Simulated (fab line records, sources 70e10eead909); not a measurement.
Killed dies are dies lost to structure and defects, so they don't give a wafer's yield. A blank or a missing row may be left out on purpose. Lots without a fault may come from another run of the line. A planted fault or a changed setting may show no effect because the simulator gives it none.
A struck lot beside a sound one | flow nand_harc | 44 steps out of a route of 1159
Sound: wafers L969.2, L969.5, L969.6. Struck: wafers L974.2, L974.3, L974.6. The cause comes at the end.
At each step with rows: each side's tool, then ch and its chambers, then its first start. Under that, the readings that differ: sound wafers | struck wafers | difference of the means | sigmas: that difference in standard deviations of wafers without a fault.
alike: readings whose means differ by less than 2 such deviations, and words and numbers that are the same on both sides. not compared: withheld readings, readings that some wafer has no value for, bounds like >300 that may hide the same value, and numbers for which the record gives no deviation and whose values overlap.
The two part at a step that has a row with sigmas, a row that says differs or no value, or rows on one side only. Numbers that don't overlap but have no deviation are shown without sigmas and don't part them. A reading that every wafer of one side lacks parts them only if that side has two wafers or more.

first, 6 steps without rows for these wafers: NHARC_P_GATE_COAT_20 (resist thk 90 nm); NHARC_P_GATE_SOFTBAKE_21 (time 55 s); NHARC_P_GATE_EBR_22; NHARC_P_GATE_EXPOSE_23 (exposes mask P GATE, target cd 120 nm); NHARC_P_GATE_PEB_24 (peb time 65 s); NHARC_P_GATE_DEVELOP_25 (develop time 35 s).
NHARC_P_GATE_CD_MEAS_26: target cd 120 nm.
  sound on cd_sem-01 ch 0, day 6 10:21; struck on cd_sem-03 ch 0, day 7 08:02
  alike: cd_nm
NHARC_P_GATE_OVL_MEAS_27:
  sound on overlay-01, day 6 10:26; struck on overlay-01, day 7 08:07
  alike: overlay_x_nm, overlay_y_nm
NHARC_P_GATE_INSPECT_28:
  sound on defect_inspect-02, day 6 10:28; struck on defect_inspect-01, day 7 08:09
  alike: raw_defect_count
NHARC_P_GATE_DESCUM_31: chemistry O2, time 3 s.
  sound on rie_diel-04 ch 0,1,2, day 6 10:34; struck on rie_diel-04 ch 1,2,3, day 7 08:22
  alike: drypump_motor_current_A, oes_product_au, rf_vpp_V, showerhead_plenum_p_Torr, throttle_valve_pct
  not compared: rf_hours_counter_h
then, 2 steps without rows for these wafers: NHARC_P_GATE_ETCH_104 (etches the open film in CF4/CHF3, target depth 60 nm); NHARC_P_GATE_HM_OPEN_105 (chemistry O2/COS, target depth 360 nm).
NHARC_P_GATE_STRIP_106: strips in O2/COS.
  sound on rie_diel-04 ch 2,3, day 6 10:00; struck on rie_diel-04 ch 1,2, day 7 09:00
NHARC_P_GATE_ETCH_114: etches the open film in CF4/O2, target depth 30 nm, overetch 3 nm, time 16.5 s.
  sound on rie_diel-04 ch 0,3; struck on rie_diel-04 ch 2,3
  alike: drypump_motor_current_A, oes_product_au, rf_vpp_V, showerhead_plenum_p_Torr, throttle_valve_pct
  not compared: rf_hours_counter_h
then, 2 steps without rows for these wafers: NHARC_P_GATE_ETCH_32 (etches the open film in HBr/Cl2, target depth 150 nm, time 100.1 s); NHARC_P_GATE_STRIP_108 (strips in O2).
NHARC_P_GATE_CD_MEAS_33:
  sound on cd_sem-02, day 6 11:29; struck on cd_sem-03, day 7 09:43
  alike: cd_nm
then, 3 steps without rows for these wafers: NHARC_P_GATE_STRIP_35 (strips in SPM, time 600 s); NHARC_P_GATE_PRECLEAN_73 (cleans in SC1); NHARC_P_GATE_SRD_74.
NHARC_P_GATE_ALD_36: deposits SiNx, target thk 20 nm, pulse time 60 s, ald cycles 223.
  sound on ald_sin-01 ch 0,1,2, day 6 14:05; struck on ald_sin-04 ch 1,2, day 7 11:14
  alike: heater_power_w, precursor_pulse_height_rel, susceptor_temp_C
  not compared: since_wet_clean_h
NHARC_P_GATE_ETCHBACK_37: etches the open film in CHF3/O2, target depth 34.5 nm, time 17.2 s.
  sound on rie_diel-02 ch 1,2,3; struck on rie_diel-02 ch 0,1,2
  alike: drypump_motor_current_A, oes_product_au, rf_vpp_V, showerhead_plenum_p_Torr, throttle_valve_pct
  not compared: rf_hours_counter_h
then, 13 steps without rows for these wafers: NHARC_P_GATE_STRIP_101 (strips in O2, time 20 s); NHARC_P_GATE_PRECLEAN_97 (cleans in SPM, time 600 s); NHARC_P_GATE_SRD_98; NHARC_P_GATE_PRECLEAN_99 (cleans in SC1); NHARC_P_GATE_SRD_100; NHARC_P_GATE_DEHYDRATE_38 (time 120 s); NHARC_P_GATE_HMDS_39 (time 30 s); NHARC_P_GATE_COAT_40; NHARC_P_GATE_SOFTBAKE_41 (time 95 s); NHARC_P_GATE_EBR_42; NHARC_P_GATE_EXPOSE_43 (exposes mask P NSD, target cd 720 nm); NHARC_P_GATE_PEB_44 (peb time 85 s); NHARC_P_GATE_DEVELOP_45 (time 70 s).
NHARC_P_GATE_CD_MEAS_46: target cd 720 nm.
  sound on cd_sem-01 ch 0, day 6 22:27; struck on cd_sem-02 ch 0, day 7 20:41
  alike: cd_nm
then, 3 steps without rows for these wafers: NHARC_P_GATE_HARDBAKE_47 (time 80 s); NHARC_P_GATE_DESCUM_48 (chemistry O2, time 3 s); NHARC_P_GATE_IMPLANT_49.
NHARC_P_GATE_STRIP_111: strips in N2/H2, time 250 s.
  sound on plasma_asher-01 ch 0,1, day 6 23:04; struck on plasma_asher-02 ch 0,1, day 7 21:40
  alike: drypump_motor_current_A, heater_power_w
  not compared: rf_hours_counter_h
then, 2 steps without rows for these wafers: NHARC_P_GATE_STRIP_75 (strips in O2); NHARC_P_GATE_STRIP_50 (strips in SPM, time 900 s).
NHARC_P_GATE_INSPECT_68:
  sound on defect_inspect-02, day 7 05:25; struck on defect_inspect-02, day 8 03:41
  reading          | sound       | struck      | difference | sigmas
  raw_defect_count | 245 335 337 | 881 800 866 | +543       | +7
-- the record jumps here: 14 days lie between the struck wafers' starts before and after (it left off in module P_GATE and takes up again in module END, whose first step shown is number 1159 of the route) --
NHARC_END_SORT_01:
  the record has rows for the struck wafers here (prober-01 ch 0, day 22 07:01) and none for the sound ones

WHERE THEY PART
First at NHARC_P_GATE_INSPECT_68; last, within this record, at NHARC_END_SORT_01.

WHY: what the simulator had put in
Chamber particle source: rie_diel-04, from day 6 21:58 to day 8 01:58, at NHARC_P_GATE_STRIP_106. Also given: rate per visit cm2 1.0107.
